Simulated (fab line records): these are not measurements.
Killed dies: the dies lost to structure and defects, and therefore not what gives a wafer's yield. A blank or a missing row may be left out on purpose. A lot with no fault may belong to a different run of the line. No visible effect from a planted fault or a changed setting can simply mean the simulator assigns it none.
fab line records ; flow n5Finfet
record: lots: 7; wafers: 21
route steps=1938 shown WELL_APT@21 PMOS_HMC_CHANNEL_EPI@62 FIN_SAQP@108 DUMMY_GATE@228 SD_EPI_P@301 HKMG_FIN@392 GATE_CUT@480
startH: hours from the record's opening day to when the first of the lot's shown wafers began ; waitH: hours since the lot's step before ; " the same as in the row above ; L1.1+2: several wafers, shown together as one row ; - no value present, or no start provided ; * or withheld: withheld ; < > ~ a bound
route shown NAME@n: a module of which the file shows steps, and the number in the route of the first ; usual: the fault-free wafers' mean and standard deviation ; same: alike in all rows ; chamber/n: place in a boat ; sites: each site's reading ; _std_site: how widely they spread, as a standard deviation ; _edge_site: the outer-site mean with the inner-site mean subtracted ; radiusMm: how far each site lies from the wafer's centre ; mask NAME#n: copy n ; behind: tool/chamber where the wafer was last shaped ; hold: cause of the lot's hold/its duration in hours/its outcome ; device: whichever transistor did not switch (one of n, p or np) ; end of line: tests run on the same wafers once the route is complete ; step lacking rows: just its recipe ; killed: count of dies lost to structure and defects at first sort (not the wafer's yield) ; map: a wafer's dies, x killed, . not, _ none there
set.NAME: setting as actually run; set.NAME@STEP: the setting as run at that earlier step ; model.NAME: the simulator's own value behind a step, which no gauge read
lots run with intentionally changed settings; tables by step, rows by wafer
== steps ==
step: N5_WELL_APT_COAT_02
recipe: spinRpm: 1357; resistThkNm: 950
lot.wafer;tool;chamber;startH;waitH;set.spinRpm;model.coat_of_WELL_APT_COAT_02.thkNm
L076.3;lithoTrack-05;0;-;-;1228;996.1
L076.4;lithoTrack-05;0;-;-;1357;949.2
L076.5;lithoTrack-05;0;-;-;1357;948
L077.1;lithoTrack-01;0;-;-;1357;953.9
L077.3;lithoTrack-01;0;-;-;1357;951.1
L077.4;lithoTrack-01;0;-;-;1357;953.4
L078.1;lithoTrack-05;0;-;-;1219;999.1
L078.4;lithoTrack-05;0;-;-;1357;948.6
L078.6;lithoTrack-05;0;-;-;1357;947.5
L079.1;lithoTrack-04;0;-;-;1357;952.9
L079.2;lithoTrack-04;0;-;-;1357;953.5
L079.3;lithoTrack-04;0;-;-;1357;954.5
L083.3;lithoTrack-05;0;-;-;1357;948.3
L083.5;lithoTrack-05;0;-;-;1357;947.2
L083.6;lithoTrack-05;0;-;-;1456;915.4
L085.1;lithoTrack-01;0;-;-;1404;941.3
L085.3;lithoTrack-01;0;-;-;1357;957.6
L085.4;lithoTrack-01;0;-;-;1357;956.6
L092.2;lithoTrack-04;0;-;-;1458;918.4
L092.4;lithoTrack-04;0;-;-;1458;917.1
L092.5;lithoTrack-04;0;-;-;1458;917.9
step: N5_PMOS_HMC_CHANNEL_EPI_EXPOSE_06
recipe: maskId: PMOS_HMC_BLK; na: 1.35; sourceShape: conventional; sigmaOuter: 0.8; polarization: unpolarized; targetCdNm: 240; doseMj: 41
lot.wafer;tool;chamber;startH;waitH;mask;set.doseMj
L076.3+5;arfiScanner-01;0;29.44;-;PMOS_HMC_BLK#0;41
L076.4;arfiScanner-01;0;29.44;-;PMOS_HMC_BLK#0;37.99
L077.1+3+4;arfiScanner-03;0;35.06;-;PMOS_HMC_BLK#0;41
L078.1+6;arfiScanner-03;0;40.96;-;PMOS_HMC_BLK#0;42.61
L078.4;arfiScanner-03;0;40.96;-;PMOS_HMC_BLK#0;41
L079.1+2+3;arfiScanner-01;0;47.05;-;PMOS_HMC_BLK#0;41
L083.3+6;arfiScanner-02;0;71.26;-;PMOS_HMC_BLK#0;41
L083.5;arfiScanner-02;0;71.26;-;PMOS_HMC_BLK#0;39.14
L085.1+3+4;arfiScanner-02;0;83.09;-;PMOS_HMC_BLK#0;41
L092.2+5;arfiScanner-01;0;133.88;-;PMOS_HMC_BLK#0;38.73
L092.4;arfiScanner-01;0;133.88;-;PMOS_HMC_BLK#0;41
step: N5_PMOS_HMC_CHANNEL_EPI_PEB_07
recipe: pebTempC: 110; pebTimeS: 60; resist: CAR-ArF-block
step: N5_PMOS_HMC_CHANNEL_EPI_DEVELOP_08
recipe: developTimeS: 30; developer: TMAH; resist: CAR-ArF-block; devTempC: 23; rinseLiquid: diw; dry: airSpin
step: N5_PMOS_HMC_CHANNEL_EPI_CD_MEAS_09
recipe: targetCdNm: 237.4; landingEnergyEv: 500; detector: seInlens
usual: cdNm: 237.5/1.1
lot.wafer;tool;chamber;startH;waitH;set.doseMj@PMOS_HMC_CHANNEL_EPI_EXPOSE_06;cdNm
L076.3;cdSem-02;0;29.56;-;41;236.6
L076.4;cdSem-02;0;29.56;-;37.99;229.1
L076.5;cdSem-02;0;29.56;-;41;236.6
L077.1;cdSem-01;0;35.19;-;41;236.8
L077.3;cdSem-01;0;35.19;-;41;237.4
L077.4;cdSem-01;0;35.19;-;41;236.7
L078.1;cdSem-01;0;41.08;-;42.61;240.9
L078.4;cdSem-01;0;41.08;-;41;237.8
L078.6;cdSem-01;0;41.08;-;42.61;240.9
L079.1;cdSem-02;0;47.17;-;41;237.7
L079.2;cdSem-02;0;47.17;-;41;237.8
L079.3;cdSem-02;0;47.17;-;41;236.7
L083.3;cdSem-01;0;71.37;-;41;238.3
L083.5;cdSem-01;0;71.37;-;39.14;234.9
L083.6;cdSem-01;0;71.37;-;41;237.8
L085.1;cdSem-03;0;83.22;-;41;239.3
L085.3;cdSem-03;0;83.22;-;41;238.3
L085.4;cdSem-03;0;83.22;-;41;240.7
L092.2;cdSem-02;0;134.00;-;38.73;231.5
L092.4;cdSem-02;0;134.00;-;41;237.6
L092.5;cdSem-02;0;134.00;-;38.73;230.6
step: N5_PMOS_HMC_CHANNEL_EPI_DESCUM_14
recipe: chemistry: O2; timeS: 7.9; sourcePowerW: 50; biasPowerW: 20; pressureMtorr: 20; rfFrequencyHz: 2.712e+07; tempC: 40; resist: CAR-ArF-block; o2FlowSccm: 225
lot.wafer;tool;chamber;startH;waitH;set.timeS;set.doseMj@PMOS_HMC_CHANNEL_EPI_EXPOSE_06;model.PMOS_HMC_CHANNEL_EPI.cdNm
L076.3;rieDiel-01;3;29.64;0.0;7.9;41;236.7
L076.4;rieDiel-01;0;29.64;0.0;7.9;37.99;228.9
L076.5;rieDiel-01;0;29.64;0.0;7.9;41;236.5
L077.1;rieDiel-01;0;35.27;0.0;7.9;41;236.9
L077.3;rieDiel-01;1;35.27;0.0;7.9;41;237
L077.4;rieDiel-01;2;35.27;0.0;7.9;41;236.7
L078.1;rieDiel-03;0;41.17;0.0;8.896;42.61;241.3
L078.4;rieDiel-03;2;41.17;0.0;7.9;41;237.8
L078.6;rieDiel-03;2;41.17;0.0;8.896;42.61;241
L079.1+2;rieDiel-03;1,0;47.26;0.0;7.9;41;237.9
L079.3;rieDiel-03;2;47.26;0.0;7.9;41;236.6
L083.3;rieDiel-03;3;71.46;0.0;7.9;41;238.2
L083.5;rieDiel-03;3;71.46;0.0;7.9;39.14;234.9
L083.6;rieDiel-03;0;71.46;0.0;7.9;41;237.8
L085.1;rieDiel-01;1;83.31;0.0;6.65;41;239
L085.3;rieDiel-01;2;83.31;0.0;6.65;41;238
L085.4;rieDiel-01;3;83.31;0.0;6.65;41;240.2
L092.2;rieDiel-01;3;134.08;0.0;9.649;38.73;231.9
L092.4;rieDiel-01;0;134.08;0.0;7.9;41;237.7
L092.5;rieDiel-01;0;134.08;0.0;7.9;38.73;230.2
step: N5_PMOS_HMC_CHANNEL_EPI_ETCH_32
recipe: chemistry: N2/H2; target: BARC; stopOn: SiO2; targetDepthA: 858; overEtchFrac: 0.3; timeS: 50.3; ionEnergyEv: 200; maskMaterial: CAR-ArF-block; pressureMtorr: 30; sourceW: 840; biasW: 150; n2FlowSccm: 200; h2FlowSccm: 200
lot.wafer;tool;chamber;startH;waitH;set.doseMj@PMOS_HMC_CHANNEL_EPI_EXPOSE_06;model.PMOS_HMC_CHANNEL_EPI.cdNm
L076.3;rieDiel-01;3;29.68;0.0;41;238.9
L076.4;rieDiel-01;0;29.68;0.0;37.99;231.3
L076.5;rieDiel-01;0;29.68;0.0;41;239.2
L077.1;rieDiel-01;0;35.31;0.0;41;239.3
L077.3;rieDiel-01;1;35.31;0.0;41;240
L077.4;rieDiel-01;2;35.31;0.0;41;239.1
L078.1;rieDiel-03;0;41.21;0.0;42.61;243
L078.4;rieDiel-03;2;41.21;0.0;41;240.8
L078.6;rieDiel-03;2;41.21;0.0;42.61;244.2
L079.1;rieDiel-03;1;47.30;0.0;41;240
L079.2;rieDiel-03;0;47.30;0.0;41;239.4
L079.3;rieDiel-03;2;47.30;0.0;41;239.8
L083.3;rieDiel-03;3;71.49;0.0;41;240.6
L083.5;rieDiel-03;3;71.49;0.0;39.14;237.4
L083.6;rieDiel-03;0;71.49;0.0;41;239.9
L085.1;rieDiel-01;1;83.34;0.0;41;241.8
L085.3;rieDiel-01;2;83.34;0.0;41;240.3
L085.4;rieDiel-01;3;83.34;0.0;41;242.1
L092.2;rieDiel-01;3;134.12;0.0;38.73;234.7
L092.4;rieDiel-01;0;134.12;0.0;41;240.8
L092.5;rieDiel-01;0;134.12;0.0;38.73;232.8
step: N5_FIN_SAQP_EXPOSE_13
recipe: maskId: FIN_CORE; na: 1.35; sourceShape: dipole; sigmaInner: 0.538; sigmaOuter: 0.738; polarization: te; targetCdNm: 35.6; doseMj: 63.25
lot.wafer;tool;chamber;startH;waitH;mask;set.doseMj
L076.3+4;arfiScanner-02;0;33.62;-;FIN_CORE#0;63.25
L076.5;arfiScanner-02;0;33.62;-;FIN_CORE#0;60.58
L077.1+3+4;arfiScanner-02;0;39.09;-;FIN_CORE#0;63.25
L078.1+4;arfiScanner-03;0;45.12;-;FIN_CORE#0;67.25
L078.6;arfiScanner-03;0;45.12;-;FIN_CORE#0;63.25
L079.1+3;arfiScanner-03;0;51.27;-;FIN_CORE#0;65.44
L079.2;arfiScanner-03;0;51.27;-;FIN_CORE#0;63.25
L083.3+5;arfiScanner-01;0;75.38;-;FIN_CORE#0;67.89
L083.6;arfiScanner-01;0;75.38;-;FIN_CORE#0;63.25
L085.1+4;arfiScanner-03;0;87.54;-;FIN_CORE#0;60.34
L085.3;arfiScanner-03;0;87.54;-;FIN_CORE#0;63.25
L092.2;arfiScanner-03;0;138.51;-;FIN_CORE#0;63.25
L092.4+5;arfiScanner-03;0;138.51;-;FIN_CORE#0;59.34
step: N5_FIN_SAQP_DEVELOP_15
recipe: developTimeS: 30; developer: TMAH; resist: CAR-ArF; devTempC: 23; rinseLiquid: diw; dry: airSpin
lot.wafer;tool;chamber;startH;waitH;set.developTimeS
L076.3;lithoTrack-02;0;-;-;30
L076.4+5;lithoTrack-02;0;-;-;27.78
L077.1+3+4;lithoTrack-05;0;-;-;30
L078.1+4;lithoTrack-05;0;-;-;30
L078.6;lithoTrack-05;0;-;-;27.72
L079.1+2+3;lithoTrack-05;0;-;-;30
L083.3;lithoTrack-04;0;-;-;30
L083.5+6;lithoTrack-04;0;-;-;23.47
L085.1+3+4;lithoTrack-02;0;-;-;30
L092.2+4;lithoTrack-02;0;-;-;28.21
L092.5;lithoTrack-02;0;-;-;30
step: N5_FIN_SAQP_CD_MEAS_16
recipe: targetCdNm: 35.6; landingEnergyEv: 500; detector: seInlens
usual: cdNm: 35.6/0.31
lot.wafer;tool;chamber;startH;waitH;set.doseMj@FIN_SAQP_EXPOSE_13;cdNm
L076.3;cdSem-01;0;33.75;-;63.25;35.7
L076.4;cdSem-01;0;33.75;-;63.25;35.9
L076.5;cdSem-01;0;33.75;-;60.58;36.9
L077.1;cdSem-01;0;39.21;-;63.25;35.0
L077.3;cdSem-01;0;39.21;-;63.25;35.6
L077.4;cdSem-01;0;39.21;-;63.25;35.3
L078.1;cdSem-03;0;45.25;-;67.25;34.0
L078.4;cdSem-03;0;45.25;-;67.25;34.1
L078.6;cdSem-03;0;45.25;-;63.25;36.3
L079.1;cdSem-03;0;51.40;-;65.44;34.7
L079.2;cdSem-03;0;51.40;-;63.25;35.9
L079.3;cdSem-03;0;51.40;-;65.44;35.3
L083.3;cdSem-03;0;75.50;-;67.89;33.4
L083.5;cdSem-03;0;75.50;-;67.89;33.7
L083.6;cdSem-03;0;75.50;-;63.25;36.4
L085.1;cdSem-03;0;87.67;-;60.34;36.2
L085.3;cdSem-03;0;87.67;-;63.25;35.1
L085.4;cdSem-03;0;87.67;-;60.34;36.5
L092.2;cdSem-02;0;138.64;-;63.25;35.5
L092.4;cdSem-02;0;138.64;-;59.34;37.6
L092.5;cdSem-02;0;138.64;-;59.34;37.5
step: N5_DUMMY_GATE_EXPOSE_12
recipe: maskId: GATE; na: 0.33; sourceShape: annular; sigmaInner: 0.2; sigmaOuter: 0.6; polarization: unpolarized; targetCdNm: 25; doseMj: 34
lot.wafer;tool;chamber;startH;waitH;mask;set.doseMj
L076.3+4+5;euvScanner-02;0;59.58;-;GATE#0;34
L077.1+3+4;euvScanner-01;0;63.76;-;GATE#0;34
L078.1;euvScanner-02;0;69.24;-;GATE#0;34.88
L078.4+6;euvScanner-02;0;69.24;-;GATE#0;34
L079.1+2;euvScanner-02;0;76.35;-;GATE#0;34
L079.3;euvScanner-02;0;76.35;-;GATE#0;35.15
L083.3+5+6;euvScanner-02;0;100.37;-;GATE#0;34
L085.1+4;euvScanner-01;0;110.97;-;GATE#0;35.84
L085.3;euvScanner-01;0;110.97;-;GATE#0;34
L092.2+5;euvScanner-02;0;165.63;-;GATE#0;34
L092.4;euvScanner-02;0;165.63;-;GATE#0;35.88
step: N5_DUMMY_GATE_PEB_13
recipe: pebTempC: 100; pebTimeS: 60; resist: CAR-EUV
step: N5_DUMMY_GATE_DEVELOP_14
recipe: developTimeS: 30; developer: TMAH; resist: CAR-EUV; rinseLiquid: surfactantRinse; dry: airSpin; devTempC: 23
step: N5_DUMMY_GATE_CD_MEAS_15
recipe: targetCdNm: 25.8; landingEnergyEv: 500; detector: seInlens
usual: cdNm: 25.01/0.21
lot.wafer;tool;chamber;startH;waitH;set.doseMj@DUMMY_GATE_EXPOSE_12;cdNm
L076.3;cdSem-03;0;59.70;-;34;25.03
L076.4;cdSem-03;0;59.70;-;34;24.53
L076.5;cdSem-03;0;59.70;-;34;25.00
L077.1;cdSem-02;0;63.88;-;34;24.76
L077.3;cdSem-02;0;63.88;-;34;25.18
L077.4;cdSem-02;0;63.88;-;34;25.18
L078.1;cdSem-03;0;69.37;-;34.88;24.38
L078.4;cdSem-03;0;69.37;-;34;24.83
L078.6;cdSem-03;0;69.37;-;34;25.02
L079.1;cdSem-02;0;76.48;-;34;24.59
L079.2;cdSem-02;0;76.48;-;34;24.88
L079.3;cdSem-02;0;76.48;-;35.15;23.91
L083.3;cdSem-02;0;100.49;-;34;24.84
L083.5;cdSem-02;0;100.49;-;34;25.08
L083.6;cdSem-02;0;100.49;-;34;25.00
L085.1;cdSem-03;0;111.10;-;35.84;23.92
L085.3;cdSem-03;0;111.10;-;34;24.72
L085.4;cdSem-03;0;111.10;-;35.84;23.91
L092.2;cdSem-01;0;165.76;-;34;25.10
L092.4;cdSem-01;0;165.76;-;35.88;23.87
L092.5;cdSem-01;0;165.76;-;34;24.85
step: N5_DUMMY_GATE_ETCH_37
recipe: chemistry: N2/H2; target: SOC; targetDepthA: 600; overetchA: 300; tempC: 40; ionEnergyEv: 200; pressureMtorr: 30; sourceW: 840; biasW: 150; n2FlowSccm: 200; h2FlowSccm: 200
usual: rfVppV: 524.4/2.3
lot.wafer;tool;chamber;startH;waitH;set.sourceW;rfVppV
L076.3;rieDiel-01;3;59.97;0.0;840;519.8
L076.4;rieDiel-01;1;59.97;0.0;732.4;550.1
L076.5;rieDiel-01;3;59.97;0.0;840;522.0
L077.1;rieDiel-03;3;64.16;0.0;840;526.3
L077.3;rieDiel-03;0;64.16;0.0;840;525.3
L077.4;rieDiel-03;2;64.16;0.0;840;522.8
L078.1;rieDiel-01;3;69.65;0.0;840;518.6
L078.4;rieDiel-01;2;69.65;0.0;840;524.8
L078.6;rieDiel-01;2;69.65;0.0;798.2;534.9
L079.1;rieDiel-03;2;76.78;0.0;840;524.2
L079.2;rieDiel-03;1;76.78;0.0;840;525.2
L079.3;rieDiel-03;0;76.78;0.0;777.3;540.2
L083.3;rieDiel-01;3;100.97;0.0;926.5;503.5
L083.5;rieDiel-01;1;100.97;0.0;840;525.2
L083.6;rieDiel-01;0;100.97;0.0;926.5;507.7
L085.1;rieDiel-01;3;111.38;0.0;717.9;548.6
L085.3;rieDiel-01;2;111.38;0.0;840;524.4
L085.4;rieDiel-01;0;111.38;0.0;717.9;551.2
L092.2;rieDiel-03;3;166.21;0.0;743;548.2
L092.4;rieDiel-03;2;166.21;0.0;743;544.0
L092.5;rieDiel-03;1;166.21;0.0;840;523.8
step: N5_SD_EPI_P_PEB_07
recipe: pebTempC: 110; pebTimeS: 60; resist: CAR-ArF-block
lot.wafer;tool;chamber;startH;waitH;set.pebTimeS
L076.3+4+5;lithoTrack-02;0;67.49;0.0;60
L077.1+3+4;lithoTrack-02;0;70.51;0.1;60
L078.1+4+6;lithoTrack-01;0;76.86;0.1;60
L079.1;lithoTrack-01;0;83.86;0.1;60
L079.2+3;lithoTrack-01;0;83.86;0.1;68.46
L083.3+5;lithoTrack-01;0;108.15;0.0;53.31
L083.6;lithoTrack-01;0;108.15;0.0;60
L085.1+3;lithoTrack-01;0;118.28;0.1;60
L085.4;lithoTrack-01;0;118.28;0.1;73.15
L092.2;lithoTrack-03;0;173.05;0.0;60
L092.4+5;lithoTrack-03;0;173.05;0.0;73
step: N5_SD_EPI_P_DEVELOP_08
recipe: developTimeS: 30; developer: TMAH; resist: CAR-ArF-block; devTempC: 23; rinseLiquid: diw; dry: airSpin
step: N5_SD_EPI_P_CD_MEAS_09
recipe: targetCdNm: 240; landingEnergyEv: 500; detector: seInlens
usual: cdNm: 239.8/0.71
lot.wafer;tool;chamber;startH;waitH;set.pebTimeS@SD_EPI_P_PEB_07;cdNm
L076.3;cdSem-01;0;67.56;-;60;241.2
L076.4;cdSem-01;0;67.56;-;60;240.8
L076.5;cdSem-01;0;67.56;-;60;239.9
L077.1;cdSem-02;0;70.58;-;60;240.6
L077.3;cdSem-02;0;70.58;-;60;240.0
L077.4;cdSem-02;0;70.58;-;60;239.8
L078.1;cdSem-03;0;76.93;-;60;240.2
L078.4;cdSem-03;0;76.93;-;60;239.3
L078.6;cdSem-03;0;76.93;-;60;239.6
L079.1;cdSem-03;0;83.93;-;60;240.4
L079.2;cdSem-03;0;83.93;-;68.46;244.7
L079.3;cdSem-03;0;83.93;-;68.46;243.9
L083.3;cdSem-03;0;108.22;-;53.31;236.1
L083.5;cdSem-03;0;108.22;-;53.31;236.3
L083.6;cdSem-03;0;108.22;-;60;239.6
L085.1;cdSem-03;0;118.35;-;60;240.5
L085.3;cdSem-03;0;118.35;-;60;240.4
L085.4;cdSem-03;0;118.35;-;73.15;246.4
L092.2;cdSem-02;0;173.11;-;60;239.9
L092.4;cdSem-02;0;173.11;-;73;245.8
L092.5;cdSem-02;0;173.11;-;73;246.1
step: N5_SD_EPI_P_DESCUM_14
recipe: chemistry: O2; timeS: 7.9; sourcePowerW: 50; biasPowerW: 20; pressureMtorr: 20; rfFrequencyHz: 2.712e+07; tempC: 40; resist: CAR-ArF-block; o2FlowSccm: 225
lot.wafer;tool;chamber;startH;waitH;set.pebTimeS@SD_EPI_P_PEB_07;model.SD_EPI_P.cdNm
L076.3;rieDiel-01;2;67.64;0.0;60;241.2
L076.4;rieDiel-01;1;67.64;0.0;60;241
L076.5;rieDiel-01;3;67.64;0.0;60;240.4
L077.1;rieDiel-01;1;70.67;0.0;60;240.6
L077.3;rieDiel-01;0;70.67;0.0;60;240.2
L077.4;rieDiel-01;2;70.67;0.0;60;239.8
L078.1+6;rieDiel-03;0,3;77.01;0.0;60;239.6
L078.4;rieDiel-03;2;77.01;0.0;60;239
L079.1;rieDiel-01;1;84.49;0.5;60;240.4
L079.2;rieDiel-01;2;84.49;0.5;68.46;244.8
L079.3;rieDiel-01;3;84.49;0.5;68.46;244
L083.3;rieDiel-03;1;108.30;0.0;53.31;236
L083.5;rieDiel-03;1;108.30;0.0;53.31;236.2
L083.6;rieDiel-03;2;108.30;0.0;60;240
L085.1+3;rieDiel-06;2,3;118.43;0.0;60;240.2
L085.4;rieDiel-06;2;118.43;0.0;73.15;246.6
L092.2;rieDiel-01;3;173.63;0.5;60;239.8
L092.4;rieDiel-01;1;173.63;0.5;73;245.8
L092.5;rieDiel-01;0;173.63;0.5;73;246
step: N5_HKMG_FIN_COAT_43
recipe: resist: CAR-ArF; spinRpm: 1500; resistThkNm: 90
lot.wafer;tool;chamber;startH;waitH;set.spinRpm;model.CAR-ArF_of_HKMG_FIN_COAT_43.thkNm
L076.3;lithoTrack-03;0;-;-;1555;88.2
L076.4+5;lithoTrack-03;0;-;-;1500;90
L077.1+4;lithoTrack-03;0;-;-;1500;90
L077.3;lithoTrack-03;0;-;-;1500;90.2
L078.1+4;lithoTrack-01;0;-;-;1500;89.8
L078.6;lithoTrack-01;0;-;-;1668;85.2
L079.1+3;lithoTrack-03;0;-;-;1500;90.4
L079.2;lithoTrack-03;0;-;-;1500;90.2
L083.3;lithoTrack-04;0;-;-;1500;89.6
L083.5+6;lithoTrack-04;0;-;-;1500;90
L085.1+4;lithoTrack-01;0;-;-;1500;90
L085.3;lithoTrack-01;0;-;-;1373;94.2
L092.2;lithoTrack-04;0;-;-;1602;86.8
L092.4;lithoTrack-04;0;-;-;1500;89.8
L092.5;lithoTrack-04;0;-;-;1500;90
step: N5_HKMG_FIN_ETCH_54
recipe: chemistry: CF4; target: SiARC; targetDepthA: 455; maskMaterial: CAR-ArF; timeS: 75.8; ionEnergyEv: 80; pressureMtorr: 40; sourceW: 545; biasW: 36; Ar_flow_sccm: 100; cf4FlowSccm: 100; ends: cleared
usual: rfVppV: 184.4/1.2
lot.wafer;tool;chamber;startH;waitH;set.biasW;set.spinRpm@HKMG_FIN_COAT_43;rfVppV;model.CAR-ArF_of_HKMG_FIN_COAT_43.thkNm
L076.3;rieDiel-04;3;85.41;0.0;38.49;1555;193.4;48.8
L076.4;rieDiel-04;2;85.41;0.0;38.49;1500;192.9;50.8
L076.5;rieDiel-04;2;85.41;0.0;36;1500;182.8;50.8
L077.1;rieDiel-04;0;87.70;0.0;36;1500;185.2;51
L077.3;rieDiel-04;1;87.70;0.0;36;1500;184.2;51
L077.4;rieDiel-04;3;87.70;0.0;36;1500;184.6;51
L078.1;rieDiel-05;2;95.52;0.0;39.52;1500;194.5;50.6
L078.4;rieDiel-05;1;95.52;0.0;36;1500;182.8;50.6
L078.6;rieDiel-05;3;95.52;0.0;39.52;1668;196.6;46
L079.1;rieDiel-05;0;101.46;0.0;30.89;1500;166.7;51.2
L079.2;rieDiel-05;3;101.46;0.0;36;1500;186.4;50.8
L079.3;rieDiel-05;1;101.46;0.0;30.89;1500;164.0;51.2
L083.3;rieDiel-05;0;127.33;0.0;36;1500;184.9;50.6
L083.5;rieDiel-05;1;127.33;0.0;40.9;1500;199.6;50.8
L083.6;rieDiel-05;2;127.33;0.0;36;1500;185.3;51
L085.1;rieDiel-04;2;136.03;0.0;29.7;1500;162.1;50.8
L085.3;rieDiel-04;0;136.03;0.0;29.7;1373;162.3;55.2
L085.4;rieDiel-04;3;136.03;0.0;29.7;1500;163.3;50.8
L092.2;rieDiel-02;2;193.72;0.0;36;1602;185.5;47.6
L092.4;rieDiel-02;1;193.72;0.0;41.9;1500;202.9;50.6
L092.5;rieDiel-02;1;193.72;0.0;41.9;1500;203.0;50.8
step: N5_GATE_CUT_COAT_27
recipe: resist: underlayer; tempC: 205; timeS: 60; spinRpm: 1500; resistThkNm: 10
lot.wafer;tool;chamber;startH;waitH;set.spinRpm;model.underlayer_of_GATE_CUT_COAT_27.thkNm
L076.3+4+5;lithoTrack-02;0;-;-;1500;10
L077.1+3+4;lithoTrack-02;0;-;-;1500;10
L078.1;lithoTrack-05;0;-;-;1500;10
L078.4+6;lithoTrack-05;0;-;-;1577;9.8
L079.1+2+3;lithoTrack-05;0;-;-;1645;9.6
L083.3+5+6;lithoTrack-02;0;-;-;1500;10
L085.1;lithoTrack-02;0;-;-;1500;10
L085.3+4;lithoTrack-02;0;-;-;1440;10.2
L092.2+5;lithoTrack-05;0;-;-;1500;10
L092.4;lithoTrack-05;0;-;-;1665;9.6
step: N5_GATE_CUT_COAT_07
recipe: resist: CAR-EUV; spinRpm: 1500; resistThkNm: 30
step: N5_GATE_CUT_EBR_09
recipe: solvent: PGMEA; ebrWidthMm: 1.5
step: N5_GATE_CUT_DESCUM_18
recipe: chemistry: O2; timeS: 7; sourcePowerW: 50; biasPowerW: 20; pressureMtorr: 20; rfFrequencyHz: 2.712e+07; tempC: 40; resist: CAR-EUV; o2FlowSccm: 225
step: N5_GATE_CUT_ETCH_28
recipe: chemistry: N2/H2; target: underlayer; targetDepthA: 130; maskMaterial: CAR-EUV; timeS: 10.4; ionEnergyEv: 200; pressureMtorr: 30; sourceW: 840; biasW: 150; n2FlowSccm: 200; h2FlowSccm: 200; ends: cleared
lot.wafer;tool;chamber;startH;waitH;set.spinRpm@GATE_CUT_COAT_27;model.etch.depthNm
L076.3;rieDiel-06;3;97.27;0.0;1500;9.99
L076.4;rieDiel-06;2;97.27;0.0;1500;9.995
L076.5;rieDiel-06;1;97.27;0.0;1500;9.989
L077.1;rieDiel-06;2;99.61;0.0;1500;9.983
L077.3;rieDiel-06;0;99.61;0.0;1500;10.02
L077.4;rieDiel-06;1;99.61;0.0;1500;9.966
L078.1;rieDiel-01;0;107.04;0.0;1500;10.04
L078.4;rieDiel-01;3;107.04;0.0;1577;9.798
L078.6;rieDiel-01;0;107.04;0.0;1577;9.804
L079.1;rieDiel-03;3;113.37;0.0;1645;9.571
L079.2;rieDiel-03;2;113.37;0.0;1645;9.564
L079.3;rieDiel-03;0;113.37;0.0;1645;9.585
L083.3;rieDiel-01;1;139.15;0.0;1500;10.03
L083.5;rieDiel-01;3;139.15;0.0;1500;10.01
L083.6;rieDiel-01;0;139.15;0.0;1500;10
L085.1;rieDiel-01;3;147.71;0.0;1500;9.999
L085.3;rieDiel-01;2;147.71;0.0;1440;10.22
L085.4;rieDiel-01;1;147.71;0.0;1440;10.18
L092.2;rieDiel-01;0;205.23;0.0;1500;10.04
L092.4;rieDiel-01;3;205.23;0.0;1665;9.52
L092.5;rieDiel-01;1;205.23;0.0;1500;10
== key ==
split: step: N5_WELL_APT_COAT_02; setting: spinRpm; stated: 1357; by: wafer
response: step: N5_WELL_APT_COAT_02; reading: model.coat_of_WELL_APT_COAT_02.thkNm; change: -4.87; per: 1%; r: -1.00
split: step: N5_PMOS_HMC_CHANNEL_EPI_EXPOSE_06; setting: doseMj; stated: 41; by: wafer
response: step: N5_PMOS_HMC_CHANNEL_EPI_CD_MEAS_09; reading: cdNm; change: +0.982; per: 1%; r: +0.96
response: step: N5_PMOS_HMC_CHANNEL_EPI_DESCUM_14; reading: model.PMOS_HMC_CHANNEL_EPI.cdNm; change: +1; per: 1%; r: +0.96
response: step: N5_PMOS_HMC_CHANNEL_EPI_ETCH_32; reading: model.PMOS_HMC_CHANNEL_EPI.cdNm; change: +0.993; per: 1%; r: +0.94
split: step: N5_PMOS_HMC_CHANNEL_EPI_DESCUM_14; setting: timeS; stated: 7.9; by: wafer
response none clear
split: step: N5_FIN_SAQP_EXPOSE_13; setting: doseMj; stated: 63.25; by: wafer
response: step: N5_FIN_SAQP_CD_MEAS_16; reading: cdNm; change: -0.335; per: 1%; r: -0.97
split: step: N5_FIN_SAQP_DEVELOP_15; setting: developTimeS; stated: 30; by: wafer
response none clear
split: step: N5_DUMMY_GATE_EXPOSE_12; setting: doseMj; stated: 34; by: wafer
response: step: N5_DUMMY_GATE_CD_MEAS_15; reading: cdNm; change: -0.188; per: 1%; r: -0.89
split: step: N5_DUMMY_GATE_ETCH_37; setting: sourceW; stated: 840; by: wafer
response: step: N5_DUMMY_GATE_ETCH_37; reading: rfVppV; change: -1.99; per: 1%; r: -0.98
split: step: N5_SD_EPI_P_PEB_07; setting: pebTimeS; stated: 60; by: wafer
response: step: N5_SD_EPI_P_CD_MEAS_09; reading: cdNm; change: +0.279; per: 1%; r: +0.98
response: step: N5_SD_EPI_P_DESCUM_14; reading: model.SD_EPI_P.cdNm; change: +0.292; per: 1%; r: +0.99
split: step: N5_HKMG_FIN_COAT_43; setting: spinRpm; stated: 1500; by: wafer
response: step: N5_HKMG_FIN_COAT_43; reading: model.CAR-ArF_of_HKMG_FIN_COAT_43.thkNm; change: -0.447; per: 1%; r: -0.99
response: step: N5_HKMG_FIN_ETCH_54; reading: model.CAR-ArF_of_HKMG_FIN_COAT_43.thkNm; change: -0.456; per: 1%; r: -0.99
split: step: N5_HKMG_FIN_ETCH_54; setting: biasW; stated: 36; by: wafer
response: step: N5_HKMG_FIN_ETCH_54; reading: rfVppV; change: +1.22; per: 1%; r: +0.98
split: step: N5_GATE_CUT_COAT_27; setting: spinRpm; stated: 1500; by: wafer
response: step: N5_GATE_CUT_COAT_27; reading: model.underlayer_of_GATE_CUT_COAT_27.thkNm; change: -0.0381; per: 1%; r: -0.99
response: step: N5_GATE_CUT_ETCH_28; reading: model.etch.depthNm; change: -0.0462; per: 1%; r: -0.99
